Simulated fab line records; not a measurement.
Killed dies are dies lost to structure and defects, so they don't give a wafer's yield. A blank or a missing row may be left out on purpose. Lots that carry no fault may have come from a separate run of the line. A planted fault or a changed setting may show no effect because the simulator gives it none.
Problem report in the 8D (eight disciplines) form, filled by code / flow nand harc / the parts of the form that need people (team, actions taken, sign-off) are left out

1. WHAT WENT WRONG
Mean of raw defect count at NHARC_A_CHANNEL_HOLE_D1_INSPECT_40: 316 across 6 wafers in 2 lots; on wafers with no fault it is 78 (standard deviation 28). That puts it +8.5 standard deviations away from the usual mean.
Earliest sighting: wafer L621.2 on defect inspect-02 at day 11 00:30. At this step, 33 wafers from 11 lots have a number in the record. Rule for "out" (also "out of limits"): further than 4 standard deviations from the usual mean. The other wafers with a number count as sound.

2. WHAT IT IS AND WHAT IT IS NOT
question=which readings at this step | is=raw defect count | is not=-
question=which lots | is=L621, L622 | is not=L616, L617, L630, L631, L633, L634, L635, L637, L639
question=which wafers of those lots | is=all that have a number | is not=-
question=read on which gauges | is=defect inspect-01, defect inspect-02 | is not=-
question=when | is=from day 11 00:30 | is not=up to then (6 sound wafers); but 21 sound wafers of L630, L631, L633, L634, L635, L637, L639 came after

3. THE SUSPECTS, EACH WITH WHAT RULES IT OUT
Counting: a tool at any process step up to the reading remains a suspect when it ran all the lots that are out and ran no sound lot after the first of those.
- the gauge at NHARC_A_CHANNEL_HOLE_D1_INSPECT_40 has been ruled out. 2 gauges (defect inspect-01, defect inspect-02) read the wafers that are out.
- rie diel-02 at NHARC_A_CHANNEL_HOLE_D1_ETCH_39 (etches the open film in N2/H2, target depth 260 nm, time 325 s): ruled out as a lasting fault. Sound lots L631, L630, L634, L635, L637, L639 ran on it after its first lot that is out, L621 (day 10 17:50).
- har etch-01 at NHARC_A_CHANNEL_HOLE_D1_ETCH_21 (etches the open film in C4F8/O2/Ar, time 514.3 s, target depth 1600 nm): ruled out as a lasting fault. Sound lots L637 ran on it after its first lot that is out, L621 (day 10 19:18).
Left after counting: nothing in the record.

4. THE CAUSE (what the simulator had put in)
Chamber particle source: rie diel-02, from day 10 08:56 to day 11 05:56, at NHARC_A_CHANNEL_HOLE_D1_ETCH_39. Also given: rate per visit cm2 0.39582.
Counting ruled it out, wrongly: the rule takes a fault to strike every lot that its tool runs from its start on, and this one did not.

5. THE EFFECT CHAIN, in route order
Each row: a reading whose mean over the struck wafers that have a number lies more than 3 standard deviations from the usual. Readings are gone through only where the record gives a usual standard deviation; hours: the median, over the lots, of the time from a lot's start at the first step in this table giving one to that lot's start at this step; sigmas: the change measured in usual standard deviations.
hours=0; step=NHARC_A_CHANNEL_HOLE_D1_INSPECT_40; reading=raw defect count; usual=78; on struck wafers=316; change=+238; sigmas=+8.5
Later steps that measure or inspect, where all struck wafers having a row at the step show a number for every such reading and not one has moved that far: NHARC_END_SORT_01.

6. WHAT WOULD HAVE CAUGHT IT SOONER
16 hours passed between the start of the fault at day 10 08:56 and the first reading out of limits at a measuring or inspecting step in this record, taken at day 11 00:30.
Of the tool readings at NHARC_A_CHANNEL_HOLE_D1_ETCH_39 for which the record gives a usual standard deviation, none was out on any struck wafer, so an alarm limit of 4 standard deviations on them would not have fired.
